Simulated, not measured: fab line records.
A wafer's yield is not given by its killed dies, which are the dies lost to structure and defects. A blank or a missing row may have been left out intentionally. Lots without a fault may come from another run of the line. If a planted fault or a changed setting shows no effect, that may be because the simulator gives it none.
fab line records :: flow n5_finfet
record
  lots=7
  wafers=18
  last_day=17
route steps=1938 shown BEOL_M10@1514 PASSIVATION@1936
lots with no fault: from the same line, run without faults
start_h: hours from the record's opening day to when the first of the lot's shown wafers began :: wait_h: how many hours have passed since the lot's step before this one :: " as in the row above :: L1.1+2: a single row standing in for several wafers :: - no value, or no start given :: * or withheld: withheld :: < > ~ a bound
route shown NAME@n: names a module that has steps shown in the file, with the first one's number in the route :: usual: mean/standard deviation taken from wafers without a fault :: same: alike in all rows :: chamber/n: place in a boat :: sites: readings site by site :: _std_site: the values' standard deviation :: _edge_site: outer sites' mean less inner sites' :: radius_mm: how far each site lies from the wafer's centre :: mask NAME#n: copy n :: behind: the tool/chamber that last shaped the wafer :: hold: why the lot went on hold/how many hours it stayed there/how the hold came to an end :: device: the transistor (n, p or np) that didn't switch :: end of line: the tests these same wafers got at the end of their route :: where a step has no rows: the recipe by itself :: killed: at the first sort, the dies lost to defects and structure; wafer yield is something else :: map: the dies of a wafer, with x for killed, . for not killed, _ for no die there
set.NAME: the run value of the setting; set.NAME@STEP: its run value at that earlier step :: model.NAME: the simulator's own value behind a step, which no gauge read
lots at some steps of the route; a table a step, a row a wafer
services: from which hour (start_h, from the record's first day; less than 0 if before it) a tool's chamber was out of use, for how many hours, and why
## steps
# step N5_BEOL_M10_STRIP_77
# recipe
  chemistry=N2/H2
  time_s=10
  power_w=450
  temp_c=40
  pressure_mtorr=20
  rf_frequency_hz=6e+07
  bias_power_w=7
  n2_flow_sccm=200
  h2_flow_sccm=200
# step N5_BEOL_M10_OCD_MEAS_38
# usual
  trench_depth_nm=148.8/1.6
lot.wafer: L163.2
tool: ocd-01
chamber: -
start_h: 235.44
wait_h: -
trench_depth_nm: 151.1

lot.wafer: L163.3
tool: ocd-01
chamber: -
start_h: 235.44
wait_h: -
trench_depth_nm: 147.9

lot.wafer: L163.6
tool: ocd-01
chamber: -
start_h: 235.44
wait_h: -
trench_depth_nm: 148.1

lot.wafer: L167.2
tool: ocd-01
chamber: -
start_h: 238.78
wait_h: -
trench_depth_nm: 149.1

lot.wafer: L167.3
tool: ocd-01
chamber: -
start_h: 238.78
wait_h: -
trench_depth_nm: 149.7

lot.wafer: L167.5
tool: ocd-01
chamber: -
start_h: 238.78
wait_h: -
trench_depth_nm: 150.3

lot.wafer: L172.3
tool: ocd-02
chamber: -
start_h: 301.06
wait_h: -
trench_depth_nm: 149.7

lot.wafer: L172.4
tool: ocd-02
chamber: -
start_h: 301.06
wait_h: -
trench_depth_nm: 153.0

lot.wafer: L172.5
tool: ocd-02
chamber: -
start_h: 301.06
wait_h: -
trench_depth_nm: 152.8

lot.wafer: L176.3
tool: ocd-02
chamber: -
start_h: 303.26
wait_h: -
trench_depth_nm: 149.5

lot.wafer: L176.4
tool: ocd-02
chamber: -
start_h: 303.26
wait_h: -
trench_depth_nm: 147.6

lot.wafer: L179.4
tool: ocd-01
chamber: -
start_h: 317.29
wait_h: -
trench_depth_nm: 148.4

lot.wafer: L179.6
tool: ocd-01
chamber: -
start_h: 317.29
wait_h: -
trench_depth_nm: 149.3

lot.wafer: L178.4
tool: ocd-02
chamber: -
start_h: 317.75
wait_h: -
trench_depth_nm: 146.7

lot.wafer: L178.6
tool: ocd-02
chamber: -
start_h: 317.75
wait_h: -
trench_depth_nm: 151.0

lot.wafer: L185.1
tool: ocd-01
chamber: -
start_h: 363.40
wait_h: -
trench_depth_nm: 148.6

lot.wafer: L185.2
tool: ocd-01
chamber: -
start_h: 363.40
wait_h: -
trench_depth_nm: 149.3

lot.wafer: L185.5
tool: ocd-01
chamber: -
start_h: 363.40
wait_h: -
trench_depth_nm: 148.6
# step N5_BEOL_M10_HM_STRIP_39
# recipe
  chemistry=peroxide_tin_strip
  material=TiN
  target_depth_a=250
  temp_c=50
  time_s=158
# step N5_BEOL_M10_SRD_40
# recipe
  time_s=30
  temp_c=23
  rinse_liquid=diw
  dry=ipa_marangoni
# step N5_BEOL_M10_PRECLEAN_42
# recipe
  chemistry=residue_remover
  time_s=60
  temp_c=40
# step N5_BEOL_M10_SRD_43
# recipe
  time_s=30
  temp_c=23
  rinse_liquid=diw
  dry=ipa_marangoni
# step N5_BEOL_M10_CD_MEAS_35
# recipe
  target_cd_nm=70
  polarity=opening
# usual
  cd_nm=69.9/0.63
lot.wafer: L163.2
tool: cd_sem-03
chamber: -
start_h: 235.60
wait_h: 0.0
cd_nm: 69.3

lot.wafer: L163.3
tool: cd_sem-03
chamber: -
start_h: 235.60
wait_h: 0.0
cd_nm: 69.8

lot.wafer: L163.6
tool: cd_sem-03
chamber: -
start_h: 235.60
wait_h: 0.0
cd_nm: 69.7

lot.wafer: L167.2
tool: cd_sem-03
chamber: -
start_h: 238.93
wait_h: 0.0
cd_nm: 71.3

lot.wafer: L167.3
tool: cd_sem-03
chamber: -
start_h: 238.93
wait_h: 0.0
cd_nm: 70.4

lot.wafer: L167.5
tool: cd_sem-03
chamber: -
start_h: 238.93
wait_h: 0.0
cd_nm: 71.0

lot.wafer: L172.3
tool: cd_sem-03
chamber: -
start_h: 301.22
wait_h: 0.0
cd_nm: 68.9

lot.wafer: L172.4
tool: cd_sem-03
chamber: -
start_h: 301.22
wait_h: 0.0
cd_nm: 69.3

lot.wafer: L172.5
tool: cd_sem-03
chamber: -
start_h: 301.22
wait_h: 0.0
cd_nm: 69.2

lot.wafer: L176.3
tool: cd_sem-03
chamber: -
start_h: 303.44
wait_h: 0.0
cd_nm: 69.2

lot.wafer: L176.4
tool: cd_sem-03
chamber: -
start_h: 303.44
wait_h: 0.0
cd_nm: 70.1

lot.wafer: L179.4
tool: cd_sem-01
chamber: -
start_h: 317.44
wait_h: 0.0
cd_nm: 69.6

lot.wafer: L179.6
tool: cd_sem-01
chamber: -
start_h: 317.44
wait_h: 0.0
cd_nm: 69.0

lot.wafer: L178.4
tool: cd_sem-03
chamber: -
start_h: 317.90
wait_h: 0.0
cd_nm: 69.7

lot.wafer: L178.6
tool: cd_sem-03
chamber: -
start_h: 317.90
wait_h: 0.0
cd_nm: 70.0

lot.wafer: L185.1
tool: cd_sem-01
chamber: -
start_h: 363.56
wait_h: 0.0
cd_nm: 69.9

lot.wafer: L185.2
tool: cd_sem-01
chamber: -
start_h: 363.56
wait_h: 0.0
cd_nm: 69.2

lot.wafer: L185.5
tool: cd_sem-01
chamber: -
start_h: 363.56
wait_h: 0.0
cd_nm: 70.2
# step N5_BEOL_M10_CURE_72
# recipe
  temp_c=370
  time_s=120
  ambient=DMADMS/He
  material=SiCOH_lowk
# step N5_BEOL_M10_DEGAS_44
# recipe
  ambient=vacuum
  temp_c=250
  time_s=60
# usual
  heater_power_w=342/34
lot.wafer: L163.2
tool: pvd_sputter-01
chamber: -
start_h: 235.99
wait_h: 0.2
heater_power_w: 342

lot.wafer: L163.3
tool: pvd_sputter-01
chamber: -
start_h: 235.99
wait_h: 0.2
heater_power_w: 385

lot.wafer: L163.6
tool: pvd_sputter-01
chamber: -
start_h: 235.99
wait_h: 0.2
heater_power_w: 396

lot.wafer: L167.2
tool: pvd_sputter-03
chamber: -
start_h: 239.33
wait_h: 0.3
heater_power_w: 346

lot.wafer: L167.3
tool: pvd_sputter-03
chamber: -
start_h: 239.33
wait_h: 0.3
heater_power_w: 314

lot.wafer: L167.5
tool: pvd_sputter-03
chamber: -
start_h: 239.33
wait_h: 0.3
heater_power_w: 389

lot.wafer: L172.3
tool: pvd_sputter-03
chamber: -
start_h: 301.66
wait_h: 0.3
heater_power_w: 392

lot.wafer: L172.4
tool: pvd_sputter-03
chamber: -
start_h: 301.66
wait_h: 0.3
heater_power_w: 318

lot.wafer: L172.5
tool: pvd_sputter-03
chamber: -
start_h: 301.66
wait_h: 0.3
heater_power_w: 313

lot.wafer: L176.3
tool: pvd_sputter-02
chamber: -
start_h: 303.97
wait_h: 0.3
heater_power_w: 285

lot.wafer: L176.4
tool: pvd_sputter-02
chamber: -
start_h: 303.97
wait_h: 0.3
heater_power_w: 325

lot.wafer: L179.4
tool: pvd_sputter-02
chamber: -
start_h: 318.15
wait_h: 0.3
heater_power_w: 365

lot.wafer: L179.6
tool: pvd_sputter-02
chamber: -
start_h: 318.15
wait_h: 0.3
heater_power_w: 370

lot.wafer: L178.4
tool: pvd_sputter-02
chamber: -
start_h: 320.37
wait_h: 2.2
heater_power_w: 368

lot.wafer: L178.6
tool: pvd_sputter-02
chamber: -
start_h: 320.37
wait_h: 2.2
heater_power_w: 321

lot.wafer: L185.1
tool: pvd_sputter-02
chamber: -
start_h: 364.29
wait_h: 0.6
heater_power_w: 285

lot.wafer: L185.2
tool: pvd_sputter-02
chamber: -
start_h: 364.29
wait_h: 0.6
heater_power_w: 296

lot.wafer: L185.5
tool: pvd_sputter-02
chamber: -
start_h: 364.29
wait_h: 0.6
heater_power_w: 371
# step N5_BEOL_M10_PRE_CLEAN_45
# recipe
  gas=H2/He
  time_s=30
  temp_c=250
# usual
  heater_power_w=342/34
lot.wafer: L163.2
tool: pvd_sputter-01
chamber: -
start_h: 236.03
wait_h: 0.0
heater_power_w: 335

lot.wafer: L163.3
tool: pvd_sputter-01
chamber: -
start_h: 236.03
wait_h: 0.0
heater_power_w: 392

lot.wafer: L163.6
tool: pvd_sputter-01
chamber: -
start_h: 236.03
wait_h: 0.0
heater_power_w: 390

lot.wafer: L167.2
tool: pvd_sputter-03
chamber: -
start_h: 239.37
wait_h: 0.0
heater_power_w: 361

lot.wafer: L167.3
tool: pvd_sputter-03
chamber: -
start_h: 239.37
wait_h: 0.0
heater_power_w: 313

lot.wafer: L167.5
tool: pvd_sputter-03
chamber: -
start_h: 239.37
wait_h: 0.0
heater_power_w: 389

lot.wafer: L172.3
tool: pvd_sputter-03
chamber: -
start_h: 301.70
wait_h: 0.0
heater_power_w: 392

lot.wafer: L172.4
tool: pvd_sputter-03
chamber: -
start_h: 301.70
wait_h: 0.0
heater_power_w: 317

lot.wafer: L172.5
tool: pvd_sputter-03
chamber: -
start_h: 301.70
wait_h: 0.0
heater_power_w: 316

lot.wafer: L176.3
tool: pvd_sputter-02
chamber: -
start_h: 304.01
wait_h: 0.0
heater_power_w: 286

lot.wafer: L176.4
tool: pvd_sputter-02
chamber: -
start_h: 304.01
wait_h: 0.0
heater_power_w: 327

lot.wafer: L179.4
tool: pvd_sputter-02
chamber: -
start_h: 318.19
wait_h: 0.0
heater_power_w: 355

lot.wafer: L179.6
tool: pvd_sputter-02
chamber: -
start_h: 318.19
wait_h: 0.0
heater_power_w: 368

lot.wafer: L178.4
tool: pvd_sputter-02
chamber: -
start_h: 320.41
wait_h: 0.0
heater_power_w: 360

lot.wafer: L178.6
tool: pvd_sputter-02
chamber: -
start_h: 320.41
wait_h: 0.0
heater_power_w: 331

lot.wafer: L185.1
tool: pvd_sputter-02
chamber: -
start_h: 364.33
wait_h: 0.0
heater_power_w: 286

lot.wafer: L185.2
tool: pvd_sputter-02
chamber: -
start_h: 364.33
wait_h: 0.0
heater_power_w: 290

lot.wafer: L185.5
tool: pvd_sputter-02
chamber: -
start_h: 364.33
wait_h: 0.0
heater_power_w: 369
# step N5_BEOL_M10_ALD_74
# recipe
  material=TaN
  target_thk_a=20
  temp_c=275
  ald_precursor_family=PDMAT
  ald_co_reactant=NH3
  pressure_torr=3
  carrier_flow_sccm=1500
  pulse_time_s=2
  purge_time_s=3
  co_reactant_purge_time_s=2
  co_reactant_pulse_time_s=3
  ald_cycles=40
  precursor_vessel_temp_c=75
  precursor_vessel_pressure_torr=26.25
  precursor_vessel_carrier_sccm=1000
# usual
  heater_power_w=413/38
lot.wafer: L163.2
tool: ald_metal-01
chamber: 2
start_h: 236.09
wait_h: 0.0
heater_power_w: 419
since_wet_clean_h: 6053

lot.wafer: L163.3
tool: ald_metal-01
chamber: 3
start_h: 236.09
wait_h: 0.0
heater_power_w: 359
since_wet_clean_h: 6053

lot.wafer: L163.6
tool: ald_metal-01
chamber: 2
start_h: 236.09
wait_h: 0.0
heater_power_w: 418
since_wet_clean_h: -

lot.wafer: L167.2
tool: ald_metal-03
chamber: 3
start_h: 239.43
wait_h: 0.0
heater_power_w: 493
since_wet_clean_h: 2979

lot.wafer: L167.3
tool: ald_metal-03
chamber: 0
start_h: 239.43
wait_h: 0.0
heater_power_w: 416
since_wet_clean_h: 2979

lot.wafer: L167.5
tool: ald_metal-03
chamber: 1
start_h: 239.43
wait_h: 0.0
heater_power_w: 407
since_wet_clean_h: -

lot.wafer: L172.3
tool: ald_metal-03
chamber: 3
start_h: 301.76
wait_h: 0.0
heater_power_w: 468
since_wet_clean_h: 3042

lot.wafer: L172.4
tool: ald_metal-03
chamber: 1
start_h: 301.76
wait_h: 0.0
heater_power_w: 402
since_wet_clean_h: 3042

lot.wafer: L172.5
tool: ald_metal-03
chamber: 2
start_h: 301.76
wait_h: 0.0
heater_power_w: 365
since_wet_clean_h: -

lot.wafer: L176.3
tool: ald_metal-01
chamber: 0
start_h: 304.07
wait_h: 0.0
heater_power_w: 381
since_wet_clean_h: 6121

lot.wafer: L176.4
tool: ald_metal-01
chamber: 1
start_h: 304.07
wait_h: 0.0
heater_power_w: 443
since_wet_clean_h: 6121

lot.wafer: L179.4
tool: ald_metal-01
chamber: 0
start_h: 318.25
wait_h: 0.0
heater_power_w: 391
since_wet_clean_h: 6135

lot.wafer: L179.6
tool: ald_metal-01
chamber: 2
start_h: 318.25
wait_h: 0.0
heater_power_w: 407
since_wet_clean_h: -

lot.wafer: L178.4
tool: ald_metal-01
chamber: 3
start_h: 320.47
wait_h: 0.0
heater_power_w: 342
since_wet_clean_h: 6137

lot.wafer: L178.6
tool: ald_metal-01
chamber: 3
start_h: 320.47
wait_h: 0.0
heater_power_w: 356
since_wet_clean_h: -

lot.wafer: L185.1
tool: ald_metal-04
chamber: 1
start_h: 364.57
wait_h: 0.2
heater_power_w: 397
since_wet_clean_h: 1566

lot.wafer: L185.2
tool: ald_metal-04
chamber: 3
start_h: 364.57
wait_h: 0.2
heater_power_w: 372
since_wet_clean_h: 1566

lot.wafer: L185.5
tool: ald_metal-04
chamber: 3
start_h: 364.57
wait_h: 0.2
heater_power_w: 386
since_wet_clean_h: -
# step N5_BEOL_M10_SURFACE_TREAT_76
# recipe
  gas=Ar
  time_s=*
  ion_energy_ev=*
  ion_current_ma_cm2=0.5
  pressure_mtorr=*
  ar_flow_sccm=30
# usual
  pressure_mtorr=*
  throttle_valve_pct=*
lot.wafer: L163.2
tool: pvd_sputter-01
chamber: -
start_h: 236.45
wait_h: 0.2
pressure_mtorr: *
throttle_valve_pct: *

lot.wafer: L163.3
tool: pvd_sputter-01
chamber: -
start_h: 236.45
wait_h: 0.2
pressure_mtorr: *
throttle_valve_pct: *

lot.wafer: L163.6
tool: pvd_sputter-01
chamber: -
start_h: 236.45
wait_h: 0.2
pressure_mtorr: *
throttle_valve_pct: *

lot.wafer: L167.2
tool: pvd_sputter-03
chamber: -
start_h: 239.71
wait_h: 0.2
pressure_mtorr: *
throttle_valve_pct: *

lot.wafer: L167.3
tool: pvd_sputter-03
chamber: -
start_h: 239.71
wait_h: 0.2
pressure_mtorr: *
throttle_valve_pct: *

lot.wafer: L167.5
tool: pvd_sputter-03
chamber: -
start_h: 239.71
wait_h: 0.2
pressure_mtorr: *
throttle_valve_pct: *

lot.wafer: L172.3
tool: pvd_sputter-02
chamber: -
start_h: 302.16
wait_h: 0.3
pressure_mtorr: *
throttle_valve_pct: *

lot.wafer: L172.4
tool: pvd_sputter-02
chamber: -
start_h: 302.16
wait_h: 0.3
pressure_mtorr: *
throttle_valve_pct: *

lot.wafer: L172.5
tool: pvd_sputter-02
chamber: -
start_h: 302.16
wait_h: 0.3
pressure_mtorr: *
throttle_valve_pct: *

lot.wafer: L176.3
tool: pvd_sputter-01
chamber: -
start_h: 304.42
wait_h: 0.2
pressure_mtorr: *
throttle_valve_pct: *

lot.wafer: L176.4
tool: pvd_sputter-01
chamber: -
start_h: 304.42
wait_h: 0.2
pressure_mtorr: *
throttle_valve_pct: *

lot.wafer: L179.4
tool: pvd_sputter-03
chamber: -
start_h: 318.62
wait_h: 0.2
pressure_mtorr: *
throttle_valve_pct: *

lot.wafer: L179.6
tool: pvd_sputter-03
chamber: -
start_h: 318.62
wait_h: 0.2
pressure_mtorr: *
throttle_valve_pct: *

lot.wafer: L178.4
tool: pvd_sputter-03
chamber: -
start_h: 320.78
wait_h: 0.2
pressure_mtorr: *
throttle_valve_pct: *

lot.wafer: L178.6
tool: pvd_sputter-03
chamber: -
start_h: 320.78
wait_h: 0.2
pressure_mtorr: *
throttle_valve_pct: *

lot.wafer: L185.1
tool: pvd_sputter-02
chamber: -
start_h: 364.91
wait_h: 0.2
pressure_mtorr: *
throttle_valve_pct: *

lot.wafer: L185.2
tool: pvd_sputter-02
chamber: -
start_h: 364.91
wait_h: 0.2
pressure_mtorr: *
throttle_valve_pct: *

lot.wafer: L185.5
tool: pvd_sputter-02
chamber: -
start_h: 364.91
wait_h: 0.2
pressure_mtorr: *
throttle_valve_pct: *
# step N5_BEOL_M10_CVD_75
# recipe
  material=Co
  target_thk_a=20
  temp_c=withheld
  precursor=CCTBA/H2
  pressure_torr=30
  time_s=138.9
# usual
  run_length_s=161.7/0.52
lot.wafer: L163.2
tool: cvd_co-01
chamber: 0
start_h: 236.57
wait_h: 0.1
run_length_s: 161.4
since_wet_clean_h: 778

lot.wafer: L163.3
tool: cvd_co-01
chamber: 1
start_h: 236.57
wait_h: 0.1
run_length_s: 161.6
since_wet_clean_h: 1215

lot.wafer: L163.6
tool: cvd_co-01
chamber: 1
start_h: 236.57
wait_h: 0.1
run_length_s: 161.5
since_wet_clean_h: -

lot.wafer: L167.2
tool: cvd_co-02
chamber: 0
start_h: 239.79
wait_h: 0.1
run_length_s: 162.1
since_wet_clean_h: 1000

lot.wafer: L167.3
tool: cvd_co-02
chamber: 2
start_h: 239.79
wait_h: 0.1
run_length_s: 161.5
since_wet_clean_h: 502

lot.wafer: L167.5
tool: cvd_co-02
chamber: 2
start_h: 239.79
wait_h: 0.1
run_length_s: 162.0
since_wet_clean_h: -

lot.wafer: L172.3
tool: cvd_co-01
chamber: 2
start_h: 302.22
wait_h: 0.0
run_length_s: 161.3
since_wet_clean_h: 384

lot.wafer: L172.4
tool: cvd_co-01
chamber: 1
start_h: 302.22
wait_h: 0.0
run_length_s: 162.2
since_wet_clean_h: -

lot.wafer: L172.5
tool: cvd_co-01
chamber: 0
start_h: 302.22
wait_h: 0.0
run_length_s: 161.5
since_wet_clean_h: -

lot.wafer: L176.3
tool: cvd_co-02
chamber: 2
start_h: 304.48
wait_h: 0.0
run_length_s: 164.8
since_wet_clean_h: 567

lot.wafer: L176.4
tool: cvd_co-02
chamber: 2
start_h: 304.48
wait_h: 0.0
run_length_s: 161.5
since_wet_clean_h: -

lot.wafer: L179.4
tool: cvd_co-02
chamber: 0
start_h: 318.96
wait_h: 0.3
run_length_s: 162.2
since_wet_clean_h: -

lot.wafer: L179.6
tool: cvd_co-02
chamber: 1
start_h: 318.96
wait_h: 0.3
run_length_s: 164.0
since_wet_clean_h: -

lot.wafer: L178.4
tool: cvd_co-02
chamber: 2
start_h: 320.89
wait_h: 0.1
run_length_s: 161.7
since_wet_clean_h: -

lot.wafer: L178.6
tool: cvd_co-02
chamber: 1
start_h: 320.89
wait_h: 0.1
run_length_s: 164.3
since_wet_clean_h: -

lot.wafer: L185.1
tool: cvd_co-01
chamber: 2
start_h: 365.05
wait_h: 0.1
run_length_s: 160.6
since_wet_clean_h: 447

lot.wafer: L185.2
tool: cvd_co-01
chamber: 0
start_h: 365.05
wait_h: 0.1
run_length_s: 161.3
since_wet_clean_h: 906

lot.wafer: L185.5
tool: cvd_co-01
chamber: 2
start_h: 365.05
wait_h: 0.1
run_length_s: 160.9
since_wet_clean_h: -
# step N5_BEOL_M10_SPUTTER_48
# recipe
  material=Cu
  target_thk_a=120
  temp_c=-20
  bias_v=60
  power_w=26000
  chamber_pressure_pa=0.13
  time_s=2
# usual
  throttle_valve_pct=30.2/0.91
lot.wafer: L163.2
tool: pvd_sputter-02
chamber: -
start_h: 236.73
wait_h: 0.1
throttle_valve_pct: 31.2

lot.wafer: L163.3
tool: pvd_sputter-02
chamber: -
start_h: 236.73
wait_h: 0.1
throttle_valve_pct: 30.4

lot.wafer: L163.6
tool: pvd_sputter-02
chamber: -
start_h: 236.73
wait_h: 0.1
throttle_valve_pct: 29.7

lot.wafer: L167.2
tool: pvd_sputter-03
chamber: -
start_h: 239.91
wait_h: 0.1
throttle_valve_pct: 30.3

lot.wafer: L167.3
tool: pvd_sputter-03
chamber: -
start_h: 239.91
wait_h: 0.1
throttle_valve_pct: 30.6

lot.wafer: L167.5
tool: pvd_sputter-03
chamber: -
start_h: 239.91
wait_h: 0.1
throttle_valve_pct: 30.8

lot.wafer: L172.3
tool: pvd_sputter-03
chamber: -
start_h: 302.38
wait_h: 0.1
throttle_valve_pct: 30.3

lot.wafer: L172.4
tool: pvd_sputter-03
chamber: -
start_h: 302.38
wait_h: 0.1
throttle_valve_pct: 30.3

lot.wafer: L172.5
tool: pvd_sputter-03
chamber: -
start_h: 302.38
wait_h: 0.1
throttle_valve_pct: 30.3

lot.wafer: L176.3
tool: pvd_sputter-01
chamber: -
start_h: 304.66
wait_h: 0.1
throttle_valve_pct: 30.3

lot.wafer: L176.4
tool: pvd_sputter-01
chamber: -
start_h: 304.66
wait_h: 0.1
throttle_valve_pct: 29.1

lot.wafer: L179.4
tool: pvd_sputter-02
chamber: -
start_h: 320.29
wait_h: 1.3
throttle_valve_pct: 31.4

lot.wafer: L179.6
tool: pvd_sputter-02
chamber: -
start_h: 320.29
wait_h: 1.3
throttle_valve_pct: 31.2

lot.wafer: L178.4
tool: pvd_sputter-02
chamber: -
start_h: 320.95
wait_h: 0.0
throttle_valve_pct: 29.7

lot.wafer: L178.6
tool: pvd_sputter-02
chamber: -
start_h: 320.95
wait_h: 0.0
throttle_valve_pct: 30.2

lot.wafer: L185.1
tool: pvd_sputter-02
chamber: -
start_h: 365.23
wait_h: 0.1
throttle_valve_pct: 30.2

lot.wafer: L185.2
tool: pvd_sputter-02
chamber: -
start_h: 365.23
wait_h: 0.1
throttle_valve_pct: 29.7

lot.wafer: L185.5
tool: pvd_sputter-02
chamber: -
start_h: 365.23
wait_h: 0.1
throttle_valve_pct: 31.2
# step N5_PASSIVATION_PROBE_49
# usual
  defect_limited_yield=91.3/1.4
  killed_at_M0_to_M3=34/10
  killed_at_M4_up=13/4.8
  killed_at_contacts=12/6.1
  killed_at_front_end=40/11
  killed_at_other=3.7/2.8
  killed_dies=103/16
  killed_open=67/12
  killed_short=34/7.4
  sort_bin_5_function=5.1/0.95
  sort_bin_6_memory=3.2/0.62
  sort_n_pass=1077/16
  sort_yield_pct=91.3/1.4
# same
  gross_dies=1180
  killed_at_back_side=0
  sort_bin_4_leakage[%]=0
  sort_bin_8_speed[%]=0
lot.wafer: L163.2
tool: prober-01
chamber: -
start_h: 284.88
wait_h: 0.1
defect_limited_yield[%]: 91.2
killed_at_M0_to_M3: 35
killed_at_M4_up: 4
killed_at_contacts: 13
killed_at_front_end: 49
killed_at_other: 3
killed_dies: 104
killed_open: 60
killed_short: 44
sort_bin_5_function[%]: 5.0
sort_bin_6_memory[%]: 3.2
sort_n_pass: 1076
sort_yield_pct[%]: 91.2

lot.wafer: L163.3
tool: prober-01
chamber: -
start_h: 284.93
wait_h: 0.1
defect_limited_yield[%]: 89.5
killed_at_M0_to_M3: 44
killed_at_M4_up: 5
killed_at_contacts: 30
killed_at_front_end: 44
killed_at_other: 1
killed_dies: 124
killed_open: 88
killed_short: 35
sort_bin_5_function[%]: 5.8
sort_bin_6_memory[%]: 4.4
sort_n_pass: 1056
sort_yield_pct[%]: 89.5

lot.wafer: L163.6
tool: prober-01
chamber: -
start_h: 285.08
wait_h: 0.3
defect_limited_yield[%]: 89.7
killed_at_M0_to_M3: 48
killed_at_M4_up: 11
killed_at_contacts: 18
killed_at_front_end: 42
killed_at_other: 3
killed_dies: 122
killed_open: 96
killed_short: 25
sort_bin_5_function[%]: 6.3
sort_bin_6_memory[%]: 3.8
sort_n_pass: 1058
sort_yield_pct[%]: 89.7

lot.wafer: L178.4
tool: prober-02
chamber: -
start_h: 371.88
wait_h: 0.2
defect_limited_yield[%]: 92.5
killed_at_M0_to_M3: 29
killed_at_M4_up: 16
killed_at_contacts: 22
killed_at_front_end: 19
killed_at_other: 3
killed_dies: 89
killed_open: 57
killed_short: 31
sort_bin_5_function[%]: 4.2
sort_bin_6_memory[%]: 3.0
sort_n_pass: 1091
sort_yield_pct[%]: 92.5
# killed by level:class
L163.2 FIN_SAQP:geometric_particle:short=15 FIN_SAQP:geometric_particle:open=13 MOL_CONTACT_COAG:geometric_particle:open=11 BEOL_M0_SAQP:geometric_particle:open=10 BEOL_M0_SAQP:geometric_particle:short=8 STI_FIN_REVEAL:geometric_particle:open=7 BEOL_M1:geometric_particle:open=4 GATE_CUT:geometric_particle:short=3
L163.3 MOL_CONTACT_COAG:geometric_particle:open=30 BEOL_M0_SAQP:geometric_particle:open=17 FIN_SAQP:geometric_particle:open=14 BEOL_M0_SAQP:geometric_particle:short=9 FIN_SAQP:geometric_particle:short=8 GATE_CUT:geometric_particle:short=7 BEOL_M1:geometric_particle:open=7 BEOL_M2:geometric_particle:open=4
L163.6 MOL_CONTACT_COAG:geometric_particle:open=17 STI_FIN_REVEAL:geometric_particle:open=11 BEOL_M1:geometric_particle:open=11 BEOL_M2:geometric_particle:open=10 BEOL_M3:geometric_particle:open=10 FIN_SAQP:geometric_particle:open=7 BEOL_M0_SAQP:geometric_particle:short=7 FIN_SAQP:geometric_particle:short=5
L178.4 MOL_CONTACT_COAG:geometric_particle:open=20 BEOL_M0_SAQP:geometric_particle:short=9 BEOL_M4:geometric_particle:open=7 FIN_SAQP:geometric_particle:short=5 BEOL_M1:geometric_particle:open=5 BEOL_M3:geometric_particle:short=4 GATE_CUT:geometric_particle:short=3 BEOL_M0:geometric_particle:open=3
## services
tool: ald_metal-01
chamber: 1
start_h: 224.25
hours: 3.5
kind: repair

tool: ald_metal-04
chamber: 2
start_h: 227.57
hours: 7.6
kind: repair

tool: ald_metal-01
chamber: -
start_h: 240.47
hours: 2.8
kind: pm

tool: cvd_co-01
chamber: -
start_h: 263.62
hours: 0.5
kind: repair

tool: ald_metal-01
chamber: 0
start_h: 272.39
hours: 10.9
kind: repair

tool: cvd_co-01
chamber: -
start_h: 273.90
hours: 6.9
kind: pm

tool: cvd_co-02
chamber: 1
start_h: 278.12
hours: 4.1
kind: repair

tool: ald_metal-03
chamber: 1
start_h: 289.31
hours: 5.3
kind: repair

tool: cvd_co-01
chamber: -
start_h: 291.28
hours: 6.0
kind: pm

tool: pvd_sputter-01
chamber: -
start_h: 300.26
hours: 1.2
kind: repair

tool: cvd_co-02
chamber: -
start_h: 311.75
hours: 5.6
kind: repair

tool: pvd_sputter-01
chamber: -
start_h: 330.77
hours: 4.0
kind: repair

tool: cvd_co-01
chamber: 1
start_h: 333.33
hours: -
kind: clean

tool: cvd_co-01
chamber: 1
start_h: 333.33
hours: 22.0
kind: scheduled_down

tool: cvd_co-01
chamber: 1
start_h: 333.33
hours: 22.0
kind: vent_cycle

tool: ald_metal-01
chamber: -
start_h: 337.37
hours: 14.0
kind: pm

tool: ald_metal-01
chamber: 0
start_h: 337.37
hours: 14.0
kind: vent_cycle

tool: ald_metal-01
chamber: 1
start_h: 337.37
hours: 14.0
kind: vent_cycle

tool: ald_metal-01
chamber: 2
start_h: 337.37
hours: 14.0
kind: vent_cycle

tool: ald_metal-01
chamber: 3
start_h: 337.37
hours: 14.0
kind: vent_cycle

tool: ald_metal-01
chamber: 0
start_h: 351.37
hours: -
kind: clean

tool: ald_metal-01
chamber: 1
start_h: 351.37
hours: -
kind: clean

tool: ald_metal-01
chamber: 2
start_h: 351.37
hours: -
kind: clean

tool: ald_metal-01
chamber: 3
start_h: 351.37
hours: -
kind: clean
## key
first_sign
  step=N5_BEOL_M10_CVD_75
  reading=run_length_s
  direction=up
  sigmas=5.2
  usual=*
  struck=*
effect none on later readings
met_at N5_BEOL_M10_CVD_75
struck_wafers L176.3,L178.6,L179.6
onset_between 239.79 304.48
fault
  kind=process_parameter_drift
  tool=cvd_co-02
  chamber=-
  onset_h=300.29
  steps=N5_BEOL_M10_CVD_75
  channel=time_s
  offset=*
  shape=step
  end_h=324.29
  scope=struck_wafers_only
  acts_in=*
  stated=*
